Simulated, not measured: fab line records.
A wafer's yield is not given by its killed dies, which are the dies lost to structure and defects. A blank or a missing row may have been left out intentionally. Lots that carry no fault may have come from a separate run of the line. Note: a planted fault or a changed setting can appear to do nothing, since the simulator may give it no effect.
A lot that was struck, set against a sound lot ; flow n5-finfet ; 15 steps out of a route of 1938
Sound: the wafers L635.1, L635.2, L635.5. Struck: wafer L651.3 (L651.1, L651.4, from the same lot, were not struck and are left out); the cause is given at the end.
Per side, at each step with rows, come the tool, then ch with its chambers, and then its first start. Under that, the readings that differ: sound wafers ; struck wafers ; difference of the means ; sigmas: that difference in standard deviations of wafers without a fault.
alike: readings whose means differ by less than 2 such deviations, and words and numbers that are the same on both sides. not compared: withheld readings, readings that some wafer has no value for, bounds like >300 that may hide the same value, and numbers for which the record gives no deviation and whose values overlap.
The two part at a step that has a row with sigmas, a row that says differs or no value, or rows on one side only. Non-overlapping numbers with no deviation appear without sigmas and do not part them. A reading that every wafer of one side lacks parts them only if that side has two wafers or more.

first, 4 steps without rows for these wafers: N5_MOL_CONTACT_COAG_SOFTBAKE_79 (time 60 s); N5_MOL_CONTACT_COAG_EXPOSE_81 (exposes mask VG, defocus 0 nm); N5_MOL_CONTACT_COAG_PEB_82 (peb time 60 s); N5_MOL_CONTACT_COAG_DEVELOP_83 (develop time 30 s).
N5_MOL_CONTACT_COAG_CD_MEAS_84 targets a cd of 25.1 nm.
  sound on cd-sem-03 ch 0, day 5 08:38; struck on cd-sem-01 ch 0, day 9 12:07
  alike: cd-nm
N5_MOL_CONTACT_COAG_OVL_MEAS_85:
  sound on overlay-01 ch 0, day 5 08:41; struck on overlay-02 ch 0, day 9 12:08
  alike: VG_OVL
N5_MOL_CONTACT_COAG_INSPECT_57: inspects for defects (brightfield).
  sound: defect-inspect-02 at day 5 08:44; struck: defect-inspect-02 at day 9 12:12
  alike: raw-defect-count
N5_MOL_CONTACT_COAG_DESCUM_88: chemistry O2, time 7 s.
  sound on rie-diel-03 ch 0,1,2, day 5 08:46; struck on rie-diel-03 ch 1, day 9 12:38
  alike: chamber-pressure-mTorr, drypump-motor-current-A, oes-product-au, rf-vpp-V, showerhead-plenum-p-Torr, temp-c, throttle-valve-pct
  not compared: rf-hours-counter-h
N5_MOL_CONTACT_COAG_ETCH_89: etches underlayer in N2/H2, target depth 13 nm, time 10.4 s.
  sound on rie-diel-03 ch 0,1,2, day 5 08:48; struck on rie-diel-03 ch 1, day 9 12:40
reading;sound;struck;difference;sigmas
rf-vpp-V (V);528 520 519;529;+7;+2
  alike: chamber-pressure-mTorr, drypump-motor-current-A, etch-rf-on-time-s, n2-flow-sccm, oes-product-au, rf-fwd-power-W, showerhead-plenum-p-Torr, throttle-valve-pct
  not compared: rf-hours-counter-h
N5_MOL_CONTACT_COAG_ETCH_90: etches SiARC in CF4, target depth 13 nm, time 21.7 s.
  sound on rie-diel-03 ch 0,1,2, day 5 08:49; struck on rie-diel-03 ch 1, day 9 12:41
  alike: chamber-pressure-mTorr, drypump-motor-current-A, etch-rf-on-time-s, oes-product-au, rf-fwd-power-W, rf-vpp-V, showerhead-plenum-p-Torr, throttle-valve-pct
  not compared: rf-hours-counter-h
N5_MOL_CONTACT_COAG_ALD_131: deposits SiO2, target thk 5 nm, pulse time 1 s, co reactant pulse time 1 s.
  sound on ald-sin-04 ch 1,3, day 5 08:54; struck on ald-sin-04 ch 3, day 9 12:46
  alike: heater-power-w, precursor-pulse-height-rel
N5_MOL_CONTACT_COAG_ETCHBACK_132: etches SiO2 in CHF3, target depth 10 nm, time 6.7 s.
  sound on rie-diel-05 ch 0,1,2, day 5 09:05; struck on rie-diel-01 ch 2, day 9 12:56
reading;sound;struck;difference;sigmas
showerhead-plenum-p-Torr (Torr);2.33 2.30 2.45;2.54;+0.18;+2
  alike: CHF3_flow_sccm, chamber-pressure-mTorr, drypump-motor-current-A, oes-product-au, rf-vpp-V, throttle-valve-pct
  not compared: rf-hours-counter-h
N5_MOL_CONTACT_COAG_ETCH_91: etches SOC in N2/H2, target depth 60 nm, overetch 21 nm, time 101.2 s.
  sound on rie-diel-05 ch 0,1,2, day 5 09:07; struck on rie-diel-01 ch 2, day 9 12:58
reading;sound;struck;difference;sigmas
rf-fwd-power-W (W);835.4 834.7 836.1;632.0;-203.4;-68
rf-vpp-V (V);522.4 521.3 525.7;579.0;+55.9;+21
model.SiARC_of_MOL_CONTACT_COAG_COAT_76.thk-nm (nm);5.8 5.6 5.8;6.4;+0.7;
  alike: chamber-pressure-mTorr, drypump-motor-current-A, n2-flow-sccm, oes-product-au, showerhead-plenum-p-Torr, temp-c, throttle-valve-pct
  not compared: rf-hours-counter-h
then, 1 step without rows for these wafers: N5_MOL_CONTACT_COAG_STRIP_92 (strips in N2/H2).
-- the record jumps here: 3 days lie between the struck wafers' starts before and after (it left off in module MOL_CONTACT_COAG and takes up again in module BEOL_M4, whose first step shown is number 1111 of the route) --
N5_BEOL_M4_RC_MEAS_101:
  sound on prober-02 ch 0, day 8 01:46; struck on prober-01 ch 0, day 12 19:22
reading;sound;struck;difference;sigmas
VT_P (mV);-248 -249 -247;-256;-8;-2
  alike: DIBL_N, DIBL_P, IOFF_N, IOFF_P, ION_N, ION_P, SS_N, SS_P, VT_N

## WHERE THEY PART
Earliest at N5_MOL_CONTACT_COAG_ETCH_89; latest, in this record, at N5_BEOL_M4_RC_MEAS_101.

WHY: what had been put in by the simulator
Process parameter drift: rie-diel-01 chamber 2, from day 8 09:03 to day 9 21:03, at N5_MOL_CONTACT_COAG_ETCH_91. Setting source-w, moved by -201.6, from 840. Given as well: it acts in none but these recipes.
